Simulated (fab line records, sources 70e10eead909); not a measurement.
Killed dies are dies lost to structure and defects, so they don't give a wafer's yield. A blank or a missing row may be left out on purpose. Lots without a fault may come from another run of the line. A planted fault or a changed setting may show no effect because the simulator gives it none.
A struck lot beside a sound one | flow nand_harc | 14 steps out of a route of 1159
Sound: wafers L896.2, L896.3, L896.5. Struck: wafers L888.2, L888.3, L888.5. The cause comes at the end.
At each step with rows: each side's tool, then ch and its chambers, then its first start. Under that, the readings that differ: sound wafers | struck wafers | difference of the means | sigmas: that difference in standard deviations of wafers without a fault.
alike: readings whose means differ by less than 2 such deviations, and words and numbers that are the same on both sides. not compared: withheld readings, readings that some wafer has no value for, bounds like >300 that may hide the same value, and numbers for which the record gives no deviation and whose values overlap.
The two part at a step that has a row with sigmas, a row that says differs or no value, or rows on one side only. Numbers that don't overlap but have no deviation are shown without sigmas and don't part them. A reading that every wafer of one side lacks parts them only if that side has two wafers or more.

first, 1 step without rows for these wafers: NHARC_A_ONON_D1_DEP_19 (target thk 1000 nm).
NHARC_A_ONON_D1_THK_MEAS_21: measures by ellipsometry.
  sound on film_metro-01, day 11 08:34; struck on film_metro-02, day 9 00:20
  alike: thk_nm
then, 1 step without rows for these wafers: NHARC_A_ONON_D1_DEP_22 (target thk 1000 nm).
NHARC_A_ONON_D1_THK_MEAS_24: measures by ellipsometry.
  sound on film_metro-02, day 11 09:07; struck on film_metro-01, day 9 00:53
  alike: thk_nm
then, 1 step without rows for these wafers: NHARC_A_ONON_D1_DEP_25 (target thk 1000 nm).
NHARC_A_ONON_D1_THK_MEAS_27: measures by ellipsometry.
  sound on film_metro-02, day 11 09:41; struck on film_metro-02, day 9 01:27
  alike: thk_nm
then, 1 step without rows for these wafers: NHARC_A_ONON_D1_DEP_28 (target thk 1000 nm).
NHARC_A_ONON_D1_THK_MEAS_30: measures by ellipsometry.
  sound on film_metro-01, day 11 10:16; struck on film_metro-01, day 9 02:01
  reading     | sound       | struck         | difference | sigmas
  thk_nm (nm) | 986 986 986 | 1014 1012 1013 | +27        | +3
NHARC_A_ONON_D1_DEP_33: deposits SiO2, target thk 200 nm.
  sound on pecvd-03 ch 0,2, day 11 10:24; struck on pecvd-03 ch 0,1,2, day 9 02:04
  alike: heater_power_outer_w, heater_power_w, throttle_valve_pct
NHARC_A_ONON_D1_THK_MEAS_34: measures by ellipsometry.
  sound on film_metro-01, day 11 10:49; struck on film_metro-02, day 9 02:29
  alike: thk_nm
NHARC_A_ONON_D1_INSPECT_32:
  sound on defect_inspect-01, day 11 10:55; struck on defect_inspect-02, day 9 02:34
  alike: raw_defect_count
NHARC_A_CHANNEL_HOLE_D1_DEP_00: deposits aC, target thk 3100 nm.
  sound on acl_dep-01 ch 0, day 11 11:38; struck on acl_dep-02 ch 0, day 9 07:25
  alike: throttle_valve_pct
NHARC_A_CHANNEL_HOLE_D1_DEP_01: deposits SiON, target thk 140 nm.
  sound on pecvd-04 ch 0,1,2, day 11 13:16; struck on pecvd-03 ch 1,2, day 9 09:29
  alike: heater_power_outer_w, heater_power_w
-- the record jumps here: 14 days lie between the struck wafers' starts before and after (it left off in module A_CHANNEL_HOLE_D1 and takes up again in module END, whose first step shown is number 1159 of the route) --
NHARC_END_SORT_01:
  the record has rows for the struck wafers here (prober-01 ch 0, day 23 17:13) and none for the sound ones

WHERE THEY PART
First at NHARC_A_ONON_D1_THK_MEAS_30; last, within this record, at NHARC_END_SORT_01.

WHY: what the simulator had put in
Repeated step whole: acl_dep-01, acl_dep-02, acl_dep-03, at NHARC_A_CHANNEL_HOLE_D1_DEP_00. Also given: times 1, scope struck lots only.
